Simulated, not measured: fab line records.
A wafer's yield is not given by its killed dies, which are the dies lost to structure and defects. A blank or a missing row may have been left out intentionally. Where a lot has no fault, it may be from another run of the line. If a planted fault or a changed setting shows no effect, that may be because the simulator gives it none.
fab line records -- flow n5Finfet -- part 1 of 2: steps 1 to 3 of 6
[record] lots = 24, wafers = 72, lastDay = 19
route steps=1938 shown BEOL_M11@1590 BEOL_M13@1693 BEOL_M14@1728
lots that met no fault: from a run of the same line without faults
startH: the number of hours between the record's first day and the start of the first shown wafer of the lot -- waitH: hours since the lot's step before -- " identical to the entry in the row above -- L1.1+2: a single row standing in for several wafers -- - no value, or no start was given -- * or withheld: withheld -- < > ~ a bound
route shown NAME@n: names a module that has steps shown in the file, with the first one's number in the route -- usual: average and standard deviation across the fault-free wafers -- same: alike in all rows -- chamber/n: place in a boat -- sites: the reading at each site -- _std_site: their standard deviation -- _edge_site: the outer-site mean with the inner-site mean subtracted -- radiusMm: for every site, how far away it sits from the centre of the wafer -- mask NAME#n: copy n -- behind: tool/chamber where the wafer was last shaped -- hold: why the lot went on hold/how many hours it stayed there/how the hold came to an end -- device: the n, p or np transistor that did not switch -- end of line: the route-end tests of the same wafers -- for a step that has no rows: nothing shown but its recipe -- killed: not the wafer's yield, but the dies lost to structure and defects at the first sort -- map: per-die view of a wafer (x killed, . not killed, _ where there is no die)
set.NAME: the run value of the setting; set.NAME@STEP: its run value at that earlier step -- model.NAME: the simulator's own value behind a step, which no gauge read
steps of the route over a sample of lots; a table a step, a row a wafer
services: a tool's chamber out of use, with start hour (startH, from the record's first day; less than 0 if before it), hours out, and reason
[[steps]]
[step N5_BEOL_M11_ALD_74]
[recipe] material = TaN, targetThkA = 20, tempC = 275, aldPrecursorFamily = PDMAT, aldCoReactant = NH3, pressureTorr = 3, carrierFlowSccm = 1500, pulseTimeS = 2, purgeTimeS = 3, coReactantPurgeTimeS = 2, coReactantPulseTimeS = 3, aldCycles = 40, precursorVesselTempC = 75, precursorVesselPressureTorr = 26.25, precursorVesselCarrierSccm = 1000
[usual] heaterPowerW = 411/43, precursorVesselCarrierSccm = 1000.7/2.8
lot.wafer,tool,chamber,startH,waitH,heaterPowerW,precursorVesselCarrierSccm
L074.1,aldMetal-01,3,231.56,0.0,378,998.7
L074.2,aldMetal-01,1,231.56,0.0,387,1002.7
L074.6,aldMetal-01,0,231.56,0.0,469,1004.3
L077.2,aldMetal-04,2,252.38,0.3,441,998.6
L077.3,aldMetal-04,0,252.38,0.3,357,1001.7
L077.5,aldMetal-04,3,252.38,0.3,360,1002.1
L075.2,aldMetal-04,1,259.36,0.1,384,999.2
L075.3,aldMetal-04,3,259.36,0.1,353,1007.4
L075.5,aldMetal-04,3,259.36,0.1,363,1004.6
L079.1,aldMetal-01,0,268.13,0.0,477,997.2
L079.3,aldMetal-01,2,268.13,0.0,401,1001.4
L079.4,aldMetal-01,3,268.13,0.0,374,1001.3
L078.3,aldMetal-01,0,268.49,0.0,485,997.1
L078.4,aldMetal-01,3,268.49,0.0,379,1006.5
L078.6,aldMetal-01,0,268.49,0.0,477,998.6
L076.3,aldMetal-04,0,269.01,0.0,355,997.9
L076.4,aldMetal-04,3,269.01,0.0,361,1002.6
L076.5,aldMetal-04,3,269.01,0.0,366,999.5
L082.1,aldMetal-02,3,292.60,0.3,427,1003.5
L082.2,aldMetal-02,2,292.60,0.3,467,1003.1
L082.4,aldMetal-02,1,292.60,0.3,419,1001.6
L081.4,aldMetal-01,1,294.18,0.0,383,999.4
L081.5,aldMetal-01,0,294.18,0.0,468,1004.8
L081.6,aldMetal-01,3,294.18,0.0,390,1004.7
L083.1,aldMetal-04,3,305.42,0.0,358,1002.1
L083.4,aldMetal-04,1,305.42,0.0,370,1003.3
L083.5,aldMetal-04,3,305.42,0.0,368,1004.6
L080.3,aldMetal-04,0,305.92,0.3,350,997.2
L080.4,aldMetal-04,1,305.92,0.3,378,1002.3
L080.5,aldMetal-04,1,305.92,0.3,377,996.8
L085.1,aldMetal-01,1,307.03,0.1,386,1001.0
L085.2,aldMetal-01,2,307.03,0.1,395,993.7
L085.6,aldMetal-01,3,307.03,0.1,368,1004.1
L084.4,aldMetal-02,0,307.25,0.0,472,1000.2
L084.5,aldMetal-02,3,307.25,0.0,421,996.0
L084.6,aldMetal-02,0,307.25,0.0,465,999.4
L086.2,aldMetal-01,3,322.30,0.0,378,1001.6
L086.3,aldMetal-01,0,322.30,0.0,465,996.7
L086.4,aldMetal-01,1,322.30,0.0,380,1002.2
L090.1,aldMetal-02,0,329.04,0.0,470,1003.8
L090.2,aldMetal-02,1,329.04,0.0,426,999.1
L090.4,aldMetal-02,2,329.04,0.0,470,1001.2
L087.2,aldMetal-01,1,346.51,0.1,377,1000.0
L087.3,aldMetal-01,0,346.51,0.1,463,998.5
L087.4,aldMetal-01,3,346.51,0.1,381,1002.2
L088.1,aldMetal-02,3,346.84,0.0,430,1001.9
L088.3,aldMetal-02,0,346.84,0.0,478,1003.4
L088.5,aldMetal-02,1,346.84,0.0,439,1007.8
L089.2,aldMetal-01,1,350.01,0.1,385,1003.0
L089.4,aldMetal-01,0,350.01,0.1,474,1002.7
L089.5,aldMetal-01,2,350.01,0.1,395,998.9
L091.2,aldMetal-01,2,350.48,0.1,395,995.2
L091.4,aldMetal-01,3,350.48,0.1,377,1006.3
L091.5,aldMetal-01,1,350.48,0.1,393,994.4
L092.1,aldMetal-02,3,377.56,0.1,431,998.6
L092.2,aldMetal-02,2,377.56,0.1,464,997.9
L092.3,aldMetal-02,1,377.56,0.1,423,999.1
L094.2,aldMetal-04,3,390.45,0.0,357,1000.8
L094.3,aldMetal-04,1,390.45,0.0,359,1000.1
L094.4,aldMetal-04,0,390.45,0.0,336,998.0
L093.1,aldMetal-02,0,397.33,0.0,474,1002.1
L093.2,aldMetal-02,2,397.33,0.0,464,1002.9
L093.4,aldMetal-02,3,397.33,0.0,423,1002.0
L097.2,aldMetal-04,1,401.06,0.0,366,1000.2
L097.4,aldMetal-04,3,401.06,0.0,356,999.4
L097.6,aldMetal-04,1,401.06,0.0,351,999.9
L096.2,aldMetal-02,3,404.35,0.0,429,999.0
L096.3,aldMetal-02,2,404.35,0.0,455,1001.0
L096.5,aldMetal-02,1,404.35,0.0,421,1000.7
L095.3,aldMetal-01,3,408.10,0.0,382,1000.6
L095.4,aldMetal-01,0,408.10,0.0,474,998.0
L095.5,aldMetal-01,1,408.10,0.0,378,1002.0
[step N5_BEOL_M11_ANNEAL_51]
[recipe] tempC = 225, timeS = 90, ambient = N2
[usual] annealTempCMax = 226.4/0.51, wafer_temp_C_max = 226.0/0.34
lot.wafer,tool,chamber,startH,waitH,annealTempCMax,wafer_temp_C_max
L074.1,rtpAnneal-01,0,232.31,0.1,226.5,226.0
L074.2,rtpAnneal-01,0,232.31,0.1,226.4,226.0
L074.6,rtpAnneal-01,0,232.31,0.1,226.5,225.7
L077.2,rtpAnneal-01,0,254.64,0.1,226.8,225.7
L077.3,rtpAnneal-01,0,254.64,0.1,226.8,225.7
L077.5,rtpAnneal-01,0,254.64,0.1,226.6,225.9
L075.2,rtpAnneal-01,0,262.04,0.3,227.3,225.6
L075.3,rtpAnneal-01,0,262.04,0.3,226.8,225.8
L075.5,rtpAnneal-01,0,262.04,0.3,226.8,225.8
L079.1,rtpAnneal-02,0,268.85,0.1,226.0,226.4
L079.3,rtpAnneal-02,0,268.85,0.1,225.8,226.7
L079.4,rtpAnneal-02,0,268.85,0.1,225.6,226.5
L078.3,rtpAnneal-02,0,269.45,0.1,226.2,226.6
L078.4,rtpAnneal-02,0,269.45,0.1,226.1,226.3
L078.6,rtpAnneal-02,0,269.45,0.1,226.2,226.2
L076.3,rtpAnneal-02,0,269.88,0.1,225.7,226.4
L076.4,rtpAnneal-02,0,269.88,0.1,225.6,226.2
L076.5,rtpAnneal-02,0,269.88,0.1,225.5,225.8
L082.1,rtpAnneal-02,0,294.73,0.3,225.8,225.6
L082.2,rtpAnneal-02,0,294.73,0.3,225.8,226.0
L082.4,rtpAnneal-02,0,294.73,0.3,226.1,226.4
L081.4,rtpAnneal-01,0,295.07,0.2,226.8,225.9
L081.5,rtpAnneal-01,0,295.07,0.2,226.3,226.0
L081.6,rtpAnneal-01,0,295.07,0.2,226.7,225.9
L083.1,rtpAnneal-01,0,306.30,0.1,226.9,225.9
L083.4,rtpAnneal-01,0,306.30,0.1,226.7,225.3
L083.5,rtpAnneal-01,0,306.30,0.1,227.2,225.7
L080.3,rtpAnneal-01,0,307.49,0.6,226.2,225.9
L080.4,rtpAnneal-01,0,307.49,0.6,226.5,225.7
L080.5,rtpAnneal-01,0,307.49,0.6,226.9,225.5
L085.1,rtpAnneal-01,0,309.37,0.1,226.7,225.6
L085.2,rtpAnneal-01,0,309.37,0.1,226.4,225.6
L085.6,rtpAnneal-01,0,309.37,0.1,227.0,226.1
L084.4,rtpAnneal-01,0,309.78,0.2,226.5,225.6
L084.5,rtpAnneal-01,0,309.78,0.2,226.9,225.7
L084.6,rtpAnneal-01,0,309.78,0.2,226.6,225.9
L086.2,rtpAnneal-02,0,323.13,0.1,226.0,226.2
L086.3,rtpAnneal-02,0,323.13,0.1,225.9,226.4
L086.4,rtpAnneal-02,0,323.13,0.1,225.9,226.4
L090.1,rtpAnneal-01,0,330.38,0.6,226.8,225.7
L090.2,rtpAnneal-01,0,330.38,0.6,227.3,225.5
L090.4,rtpAnneal-01,0,330.38,0.6,226.7,225.9
L087.2,rtpAnneal-02,0,349.46,0.1,226.0,226.2
L087.3,rtpAnneal-02,0,349.46,0.1,225.9,226.0
L087.4,rtpAnneal-02,0,349.46,0.1,226.1,226.4
L088.1,rtpAnneal-01,0,349.58,0.1,226.5,225.8
L088.3,rtpAnneal-01,0,349.58,0.1,226.9,226.1
L088.5,rtpAnneal-01,0,349.58,0.1,226.7,225.8
L089.2,rtpAnneal-02,0,351.07,0.1,225.8,225.5
L089.4,rtpAnneal-02,0,351.07,0.1,225.7,226.3
L089.5,rtpAnneal-02,0,351.07,0.1,225.8,226.0
L091.2,rtpAnneal-01,0,353.63,0.3,226.1,226.0
L091.4,rtpAnneal-01,0,353.63,0.3,227.4,225.8
L091.5,rtpAnneal-01,0,353.63,0.3,226.9,225.5
L092.1,rtpAnneal-01,0,379.76,0.3,226.5,226.0
L092.2,rtpAnneal-01,0,379.76,0.3,226.2,225.8
L092.3,rtpAnneal-01,0,379.76,0.3,227.1,225.8
L094.2,rtpAnneal-01,0,391.47,0.1,227.5,225.9
L094.3,rtpAnneal-01,0,391.47,0.1,226.8,225.5
L094.4,rtpAnneal-01,0,391.47,0.1,227.2,226.0
L093.1,rtpAnneal-01,0,398.38,0.3,226.4,225.8
L093.2,rtpAnneal-01,0,398.38,0.3,226.6,225.7
L093.4,rtpAnneal-01,0,398.38,0.3,226.0,225.4
L097.2,rtpAnneal-02,0,403.10,0.1,226.3,226.8
L097.4,rtpAnneal-02,0,403.10,0.1,226.1,226.7
L097.6,rtpAnneal-02,0,403.10,0.1,226.2,226.8
L096.2,rtpAnneal-02,0,406.85,0.1,226.2,226.5
L096.3,rtpAnneal-02,0,406.85,0.1,225.8,226.2
L096.5,rtpAnneal-02,0,406.85,0.1,225.9,226.1
L095.3,rtpAnneal-02,0,410.35,0.3,226.2,226.1
L095.4,rtpAnneal-02,0,410.35,0.3,225.6,225.9
L095.5,rtpAnneal-02,0,410.35,0.3,225.8,226.3
[step N5_BEOL_M13_ETCH_67]
[recipe] chemistry = CF4, target = SiARC, targetDepthA = 1430, timeS = 238.3, ionEnergyEv = 80, pressureMtorr = 40, sourceW = 545, biasW = 36, Ar_flow_sccm = 100, cf4FlowSccm = 100, ends = cleared
[usual] drypumpMotorCurrentA = 6.1/0.49, etchRfOnTimeS = 238/7.6, oesProductAu = 0.67/0.085, rfFwdPowerW = 543.1/1.4, rfVppV = 183.8/1.2, showerheadPlenumPTorr = 2.14/0.075, throttleValvePct = 15.59/0.25
lot.wafer,tool,chamber,startH,waitH,drypumpMotorCurrentA,etchRfOnTimeS,oesProductAu,rfFwdPowerW,rfHoursCounterH,rfVppV,showerheadPlenumPTorr,throttleValvePct
L074.1,rieDiel-02,0,239.48,0.0,6.5,241,0.61,542.4,167,184.4,2.13,15.85
L074.2,rieDiel-02,2,239.48,0.0,5.9,232,0.59,543.7,233,183.2,2.11,15.80
L074.6,rieDiel-02,3,239.48,0.0,6.5,241,0.65,542.1,-,181.5,2.05,15.73
L077.2,rieDiel-06,3,261.75,0.0,5.6,230,0.61,544.7,190,185.6,2.22,15.85
L077.3,rieDiel-06,0,261.75,0.0,6.4,235,0.74,539.7,56,186.2,2.19,15.40
L077.5,rieDiel-06,3,261.75,0.0,5.5,231,0.62,544.8,-,184.3,2.22,15.85
L075.2,rieDiel-06,1,270.91,0.0,5.8,243,0.62,545.0,169,183.4,2.05,15.39
L075.3,rieDiel-06,3,270.91,0.0,5.6,229,0.61,544.6,194,185.9,2.22,15.86
L075.5,rieDiel-06,0,270.91,0.0,6.4,231,0.74,544.6,-,185.7,2.18,15.42
L079.1,rieDiel-05,1,276.97,0.0,5.7,254,0.58,543.8,232,183.8,2.04,15.98
L079.3,rieDiel-05,0,276.97,0.0,5.9,237,0.75,542.0,36,182.8,2.19,15.22
L079.4,rieDiel-05,2,276.97,0.0,6.7,236,0.82,542.1,3,183.5,2.12,15.22
L078.3,rieDiel-05,0,277.58,0.0,6.0,238,0.74,544.4,36,183.3,2.19,15.24
L078.4,rieDiel-05,3,277.58,0.0,5.2,238,0.60,542.2,224,184.1,2.13,15.79
L078.6,rieDiel-05,3,277.58,0.0,5.2,240,0.60,542.7,-,184.1,2.13,15.78
L076.3,rieDiel-05,2,279.63,0.0,6.7,235,0.81,541.5,4,181.7,2.12,15.24
L076.4,rieDiel-05,1,279.63,0.0,5.8,254,0.57,542.5,233,184.0,2.04,15.98
L076.5,rieDiel-05,1,279.63,0.0,5.7,255,0.57,540.7,-,183.3,2.04,15.98
L082.1,rieDiel-02,3,309.44,0.0,6.5,242,0.64,540.3,148,181.6,2.04,15.77
L082.2,rieDiel-02,1,309.44,0.0,5.7,250,0.57,542.8,210,184.1,2.20,15.70
L082.4,rieDiel-02,1,309.44,0.0,5.7,249,0.58,540.8,-,184.2,2.20,15.69
L081.4,rieDiel-06,3,309.67,0.1,5.6,231,0.60,543.7,-,183.5,2.22,15.88
L081.5,rieDiel-06,0,309.67,0.1,6.4,234,0.72,541.9,-,182.4,2.18,15.41
L081.6,rieDiel-06,1,309.67,0.1,5.8,244,0.62,543.3,-,183.3,2.05,15.40
L083.1,rieDiel-06,1,312.89,0.0,5.7,245,0.62,544.9,178,181.1,2.05,15.41
L083.4,rieDiel-06,1,312.89,0.0,5.8,246,0.62,544.0,-,182.6,2.05,15.42
L083.5,rieDiel-06,0,312.89,0.0,6.5,235,0.72,543.5,-,183.4,2.18,15.41
L080.3,rieDiel-02,1,316.95,0.0,5.7,249,0.57,540.9,213,185.2,2.20,15.72
L080.4,rieDiel-02,0,316.95,0.0,6.5,233,0.61,544.3,-,183.3,2.12,15.88
L080.5,rieDiel-02,1,316.95,0.0,5.7,248,0.58,542.2,-,185.1,2.20,15.71
L085.1,rieDiel-06,1,317.31,0.0,5.8,243,0.62,541.3,180,182.8,2.04,15.42
L085.2,rieDiel-06,3,317.31,0.0,5.6,229,0.60,542.5,205,184.5,2.21,15.88
L085.6,rieDiel-06,1,317.31,0.0,5.8,246,0.61,543.2,-,183.0,2.05,15.42
L084.4,rieDiel-05,0,317.59,0.0,5.9,233,0.74,542.8,48,185.5,2.18,15.25
L084.5,rieDiel-05,3,317.59,0.0,5.2,235,0.61,543.4,-,183.4,2.13,15.83
L084.6,rieDiel-05,0,317.59,0.0,5.9,235,0.74,543.6,-,182.5,2.18,15.24
L086.2,rieDiel-06,2,332.73,0.0,6.7,230,0.85,541.1,5,186.7,2.29,15.52
L086.3,rieDiel-06,1,332.73,0.0,5.8,248,0.62,543.0,183,182.5,2.04,15.41
L086.4,rieDiel-06,3,332.73,0.0,5.6,232,0.61,541.8,210,184.6,2.21,15.89
L090.1,rieDiel-06,3,337.06,0.0,5.5,231,0.60,542.0,211,184.6,2.21,15.91
L090.2,rieDiel-06,1,337.06,0.0,5.7,246,0.62,540.8,185,182.5,2.04,15.42
L090.4,rieDiel-06,0,337.06,0.0,6.4,234,0.72,540.9,76,184.8,2.18,15.45
L087.2,rieDiel-06,1,356.97,0.0,5.8,250,0.61,545.2,190,183.8,2.04,15.43
L087.3,rieDiel-06,2,356.97,0.0,6.7,230,0.82,539.8,11,186.0,2.29,15.52
L087.4,rieDiel-06,3,356.97,0.0,5.6,234,0.59,543.7,215,184.7,2.21,15.89
L088.1,rieDiel-05,0,357.35,0.0,6.0,234,0.72,544.0,60,183.5,2.18,15.26
L088.3,rieDiel-05,1,357.35,0.0,5.7,253,0.56,543.6,254,183.5,2.03,16.00
L088.5,rieDiel-05,2,357.35,0.0,6.8,235,0.75,542.9,-,184.7,2.11,15.28
L089.2,rieDiel-05,0,360.52,0.0,6.0,236,0.72,542.0,61,183.2,2.18,15.25
L089.4,rieDiel-05,2,360.52,0.0,6.7,234,0.75,541.5,-,182.5,2.11,15.29
L089.5,rieDiel-05,0,360.52,0.0,6.0,234,0.71,546.1,-,182.3,2.18,15.26
L091.2,rieDiel-06,1,361.72,0.0,5.8,245,0.61,544.3,193,183.1,2.04,15.43
L091.4,rieDiel-06,3,361.72,0.0,5.6,228,0.60,541.2,-,184.3,2.21,15.91
L091.5,rieDiel-06,0,361.72,0.0,6.4,231,0.71,543.3,-,184.4,2.18,15.45
L092.1,rieDiel-06,0,390.14,0.0,6.5,238,0.69,542.1,94,184.5,2.17,15.48
L092.2,rieDiel-06,2,390.14,0.0,6.7,229,0.81,544.7,15,184.0,2.29,15.54
L092.3,rieDiel-06,1,390.14,0.0,5.8,252,0.60,543.6,203,183.7,2.04,15.45
L094.2,rieDiel-02,2,400.33,0.0,5.9,227,0.78,543.0,22,183.8,2.09,15.37
L094.3,rieDiel-02,3,400.33,0.0,6.5,243,0.62,544.1,177,183.5,2.03,15.83
L094.4,rieDiel-02,1,400.33,0.0,5.7,251,0.56,545.3,238,184.8,2.19,15.77
L093.1,rieDiel-05,3,406.86,0.0,5.2,232,0.81,544.9,14,183.0,2.12,15.40
L093.2,rieDiel-05,2,406.86,0.0,6.7,238,0.74,542.3,34,184.2,2.11,15.31
L093.4,rieDiel-05,3,406.86,0.0,5.2,231,0.80,541.0,-,184.6,2.12,15.41
L097.2,rieDiel-06,0,413.53,0.0,6.4,234,0.69,542.5,100,183.6,2.17,15.48
L097.4,rieDiel-06,3,413.53,0.0,5.6,230,0.59,543.5,232,183.6,2.21,15.94
L097.6,rieDiel-06,2,413.53,0.0,6.7,224,0.81,543.4,-,185.8,2.29,15.53
L096.2,rieDiel-02,0,414.48,0.0,6.6,240,0.59,544.6,219,183.7,2.11,15.94
L096.3,rieDiel-02,3,414.48,0.0,6.5,243,0.62,542.8,181,182.3,2.03,15.83
L096.5,rieDiel-02,0,414.48,0.0,6.5,237,0.59,544.0,-,182.4,2.11,15.91
L095.3,rieDiel-05,1,419.62,0.0,5.7,234,0.86,544.0,0,186.0,2.28,15.52
L095.4,rieDiel-05,2,419.62,0.0,6.7,236,0.74,541.4,40,183.6,2.11,15.31
L095.5,rieDiel-05,3,419.62,0.0,5.2,229,0.78,544.0,-,182.6,2.12,15.41
